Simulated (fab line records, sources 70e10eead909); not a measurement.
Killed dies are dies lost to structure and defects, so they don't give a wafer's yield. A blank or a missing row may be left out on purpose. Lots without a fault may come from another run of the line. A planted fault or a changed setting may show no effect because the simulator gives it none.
Chamber matching | flow nand_harc | NHARC_A_STAIRCASE_TRIM_12 on rie_diel-03: 4 sister chambers
The step chemistry O2, time 211.2 s. 4 wafers are shown with their chamber, then 9 later ones without.

WAFERS WITH THEIR CHAMBER
wafer  | chamber | drypump_motor_current_A (A)
L088.5 | 1       | 4.9
L093.1 | 3       | 6.8
L093.2 | 2       | 5.6
L093.3 | 0       | 5.6

WAFERS WITHOUT THEIR CHAMBER
wafer  | drypump_motor_current_A (A)
L093.4 | 4.9
L093.5 | 5.6
L093.6 | 6.8
L094.2 | 5.6
L094.3 | 5.6
L094.4 | 6.8
L096.1 | 5.6
L096.5 | 6.7
L096.6 | 5.6

WHICH CHAMBER EACH WENT THROUGH
wafer  | from the rows above     | in truth
L093.4 | 1                       | 1
L093.5 | can't be placed: 0 or 2 | 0
L093.6 | 3                       | 3
L094.2 | can't be placed: 0 or 2 | 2
L094.3 | can't be placed: 0 or 2 | 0
L094.4 | 3                       | 3
L096.1 | can't be placed: 0 or 2 | 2
L096.5 | 3                       | 3
L096.6 | can't be placed: 0 or 2 | 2
Placed correctly: 4 of 9. Can't be placed from these rows: 5 (the true chamber is among the candidates in 5). Placed wrongly: 0.
How it was worked out, from the rows above alone: a wafer's distance from a chamber is the root of the sum, over the readings, of the square of ((its reading less the chamber's mean) divided by the reading's scatter). The wafer belongs to the nearest chamber; if the next one is less than 2 further off, it can't be placed. A chamber's mean is the mean of its shown wafers. The scatter: with one shown wafer a chamber, the root of the mean of the squares of how far each hidden wafer lies from its nearest shown one.
